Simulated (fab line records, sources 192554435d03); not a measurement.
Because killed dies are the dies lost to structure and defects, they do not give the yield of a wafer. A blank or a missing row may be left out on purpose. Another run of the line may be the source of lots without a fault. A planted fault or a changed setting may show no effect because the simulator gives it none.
Chamber matching || flow n5_finfet || N5_MOL_CONTACT_COAG_ETCH_59 on rie_diel-06 has 4 sister chambers
The step etches underlayer in N2/H2, target depth 13 nm, time 10.4 s. 18 wafers are shown with their chamber, then 9 later ones without.

WAFERS WITH THEIR CHAMBER
{"wafer": "L075.4", "chamber": 0, "drypump_motor_current_A (A)": 4.9, "showerhead_plenum_p_Torr (Torr)": 2.43, "throttle_valve_pct (%)": 18.3}
{"wafer": "L075.5", "chamber": 3, "drypump_motor_current_A (A)": 6.5, "showerhead_plenum_p_Torr (Torr)": 2.67, "throttle_valve_pct (%)": 18.1}
{"wafer": "L075.6", "chamber": 1, "drypump_motor_current_A (A)": 5.9, "showerhead_plenum_p_Torr (Torr)": 2.39, "throttle_valve_pct (%)": 17.6}
{"wafer": "L080.3", "chamber": 3, "drypump_motor_current_A (A)": 6.5, "showerhead_plenum_p_Torr (Torr)": 2.67, "throttle_valve_pct (%)": 18.1}
{"wafer": "L080.4", "chamber": 1, "drypump_motor_current_A (A)": 5.9, "showerhead_plenum_p_Torr (Torr)": 2.38, "throttle_valve_pct (%)": 17.6}
{"wafer": "L080.5", "chamber": 3, "drypump_motor_current_A (A)": 6.5, "showerhead_plenum_p_Torr (Torr)": 2.67, "throttle_valve_pct (%)": 18.1}
{"wafer": "L081.2", "chamber": 1, "drypump_motor_current_A (A)": 5.9, "showerhead_plenum_p_Torr (Torr)": 2.38, "throttle_valve_pct (%)": 17.6}
{"wafer": "L081.3", "chamber": 0, "drypump_motor_current_A (A)": 4.9, "showerhead_plenum_p_Torr (Torr)": 2.43, "throttle_valve_pct (%)": 18.3}
{"wafer": "L081.5", "chamber": 3, "drypump_motor_current_A (A)": 6.5, "showerhead_plenum_p_Torr (Torr)": 2.67, "throttle_valve_pct (%)": 18.1}
{"wafer": "L082.3", "chamber": 3, "drypump_motor_current_A (A)": 6.5, "showerhead_plenum_p_Torr (Torr)": 2.66, "throttle_valve_pct (%)": 18.2}
{"wafer": "L082.4", "chamber": 0, "drypump_motor_current_A (A)": 4.9, "showerhead_plenum_p_Torr (Torr)": 2.43, "throttle_valve_pct (%)": 18.3}
{"wafer": "L082.5", "chamber": 3, "drypump_motor_current_A (A)": 6.4, "showerhead_plenum_p_Torr (Torr)": 2.67, "throttle_valve_pct (%)": 18.1}
{"wafer": "L083.2", "chamber": 1, "drypump_motor_current_A (A)": 5.9, "showerhead_plenum_p_Torr (Torr)": 2.38, "throttle_valve_pct (%)": 17.6}
{"wafer": "L083.5", "chamber": 1, "drypump_motor_current_A (A)": 5.9, "showerhead_plenum_p_Torr (Torr)": 2.38, "throttle_valve_pct (%)": 17.6}
{"wafer": "L083.6", "chamber": 0, "drypump_motor_current_A (A)": 4.9, "showerhead_plenum_p_Torr (Torr)": 2.43, "throttle_valve_pct (%)": 18.3}
{"wafer": "L084.2", "chamber": 1, "drypump_motor_current_A (A)": 5.9, "showerhead_plenum_p_Torr (Torr)": 2.38, "throttle_valve_pct (%)": 17.6}
{"wafer": "L084.3", "chamber": 2, "drypump_motor_current_A (A)": 6.2, "showerhead_plenum_p_Torr (Torr)": 2.49, "throttle_valve_pct (%)": 17.7}
{"wafer": "L084.6", "chamber": 0, "drypump_motor_current_A (A)": 4.9, "showerhead_plenum_p_Torr (Torr)": 2.42, "throttle_valve_pct (%)": 18.3}

SIGNATURES, as means of the wafers listed above
{"reading": "drypump_motor_current_A", "chamber 0": 4.900, "chamber 1": 5.900, "chamber 2": 6.200, "chamber 3": 6.483, "scatter within a chamber": 0.0244}
{"reading": "showerhead_plenum_p_Torr", "chamber 0": 2.4280, "chamber 1": 2.3817, "chamber 2": 2.4900, "chamber 3": 2.6683, "scatter within a chamber": 0.0042}
{"reading": "throttle_valve_pct", "chamber 0": 18.300, "chamber 1": 17.600, "chamber 2": 17.700, "chamber 3": 18.117, "scatter within a chamber": 0.0244}
Rule: distance of a wafer from a chamber = root of the sum over the readings of ((wafer's reading minus chamber's mean) / reading's scatter) squared. The wafer belongs to the nearest chamber; if the next one is less than 2 further off, it can't be placed. The scatter is the square root of a quotient: the sum, over the shown wafers, of each reading's squared deviation from its chamber's mean, divided by wafers minus chambers.

WAFERS WITH NO CHAMBER GIVEN
{"wafer": "L087.1", "drypump_motor_current_A (A)": 4.9, "showerhead_plenum_p_Torr (Torr)": 2.42, "throttle_valve_pct (%)": 18.3}
{"wafer": "L087.5", "drypump_motor_current_A (A)": 4.9, "showerhead_plenum_p_Torr (Torr)": 2.42, "throttle_valve_pct (%)": 18.3}
{"wafer": "L087.6", "drypump_motor_current_A (A)": 6.2, "showerhead_plenum_p_Torr (Torr)": 2.49, "throttle_valve_pct (%)": 17.7}
{"wafer": "L093.3", "drypump_motor_current_A (A)": 4.9, "showerhead_plenum_p_Torr (Torr)": 2.42, "throttle_valve_pct (%)": 18.4}
{"wafer": "L093.4", "drypump_motor_current_A (A)": 6.4, "showerhead_plenum_p_Torr (Torr)": 2.65, "throttle_valve_pct (%)": 18.2}
{"wafer": "L093.6", "drypump_motor_current_A (A)": 5.9, "showerhead_plenum_p_Torr (Torr)": 2.69, "throttle_valve_pct (%)": 17.2}
{"wafer": "L097.3", "drypump_motor_current_A (A)": 6.2, "showerhead_plenum_p_Torr (Torr)": 2.48, "throttle_valve_pct (%)": 17.8}
{"wafer": "L097.5", "drypump_motor_current_A (A)": 6.5, "showerhead_plenum_p_Torr (Torr)": 2.65, "throttle_valve_pct (%)": 18.2}
{"wafer": "L097.6", "drypump_motor_current_A (A)": 4.9, "showerhead_plenum_p_Torr (Torr)": 2.41, "throttle_valve_pct (%)": 18.4}

WHICH CHAMBER EACH WENT THROUGH
{"wafer": "L087.1", "from the rows above": 0, "in truth": 0}
{"wafer": "L087.5", "from the rows above": 0, "in truth": 0}
{"wafer": "L087.6", "from the rows above": 2, "in truth": 2}
{"wafer": "L093.3", "from the rows above": 0, "in truth": 0}
{"wafer": "L093.4", "from the rows above": 3, "in truth": 3}
{"wafer": "L093.6", "from the rows above": 3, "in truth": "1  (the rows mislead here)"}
{"wafer": "L097.3", "from the rows above": 2, "in truth": 2}
{"wafer": "L097.5", "from the rows above": 3, "in truth": 3}
{"wafer": "L097.6", "from the rows above": 0, "in truth": 0}
Placed correctly: 8 of 9. Can't be placed from these rows: 0. Number placed wrongly: 1.
